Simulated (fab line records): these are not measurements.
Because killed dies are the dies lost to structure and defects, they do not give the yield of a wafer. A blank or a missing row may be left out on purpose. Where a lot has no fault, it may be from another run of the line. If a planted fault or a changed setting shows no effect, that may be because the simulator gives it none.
Comparing a struck lot with a sound one -- flow nand_harc -- 13 out of 1302 route steps
Sound: these wafers, L699.2, L699.4, L699.6. Struck: wafers L712.1, L712.2, L712.4. At the end, the cause is stated.
For every step that has rows: the tool of each side, followed by ch and its chambers, followed by its first start. Under that, the readings that differ: sound wafers -- struck wafers -- difference of the means -- sigmas: that difference in standard deviations of wafers without a fault.
alike: same words and numbers on both sides, and readings whose means sit less than 2 such deviations apart. not compared: any withheld reading, any reading some wafer has no value for, any bound like >300 that may hide the same value, and any number with overlapping values for which the record gives no deviation.
The two part at a step that has a row with sigmas, a row that says differs or no value, or rows on one side only. Numbers that don't overlap but have no deviation are shown without sigmas and don't part them. Lack of a reading on every wafer of one side parts them only where that side has two or more wafers.

NHARC_A_M0_DEGAS_28: time 60 s.
  struck on pvd_sputter-03, day 29 07:25; sound on pvd_sputter-02, day 24 20:38
  alike: heater_power_w
NHARC_A_M0_PRE_CLEAN_29: time 30 s.
  sound on pvd_sputter-02; struck on pvd_sputter-03
  alike: heater_power_w
NHARC_A_M0_PVD_20: deposits TaN, target thk 5 nm, time 8.06 s.
  sound on pvd_sputter-02; struck on pvd_sputter-03
  alike: bias_v, cathode_dc_power_W, throttle_valve_pct
then, 3 steps without rows for these wafers: NHARC_A_M0_PVD_21 (deposits Cu, target thk 30 nm, time 20.49 s); NHARC_A_M0_ECD_22 (material Cu, target thk 400 nm); NHARC_A_M0_ANNEAL_30 (time 90 s).
NHARC_A_M0_CMP_23: polishes, t overpolish 20 s, target thk 113.75 nm.
  sound on cmp-01 ch 1,3, day 24 21:44; struck on cmp-01 ch 0,2,3, day 29 08:43
  alike: motor_current_A, time_to_endpoint_s
NHARC_A_M0_THK_MEAS_24: measures by xrf.
  struck on film_metro-02, day 29 09:02; sound on film_metro-02, day 24 22:01
  alike: thk_nm
then, 1 step without rows for these wafers: NHARC_A_M0_SRD_25.
NHARC_A_M0_INSPECT_27:
  struck on defect_inspect-02, day 29 09:11; sound on defect_inspect-01, day 24 22:11
  alike: raw_defect_count
NHARC_A_M0_PRE_CLEAN_31: time 12 s.
  sound on pecvd-02 ch 0,2, day 24 22:16; struck on pecvd-04 ch 0,1, day 29 09:16
  alike: heater_power_w, rf_fwd_power_W
NHARC_A_M0_DEP_32: deposits SiCN, target thk 30 nm.
  sound on pecvd-02 ch 0,2, day 24 22:25; struck on pecvd-04 ch 0,1, day 29 09:23
  no value came back on the struck wafers for chamber_pressure_Torr (Torr), heater_power_outer_w (W), heater_power_w (W), rf_fwd_power_W (W); on the sound wafers chamber_pressure_Torr (Torr) reads 2.989 3.002 2.998
then, 1 step without rows for these wafers: NHARC_A_M1_DEP_00 (deposits SiOC, target thk 182.5 nm).

== WHERE THEY PART ==
Only at NHARC_A_M0_DEP_32, within this record.

WHY: the cause the simulator had injected
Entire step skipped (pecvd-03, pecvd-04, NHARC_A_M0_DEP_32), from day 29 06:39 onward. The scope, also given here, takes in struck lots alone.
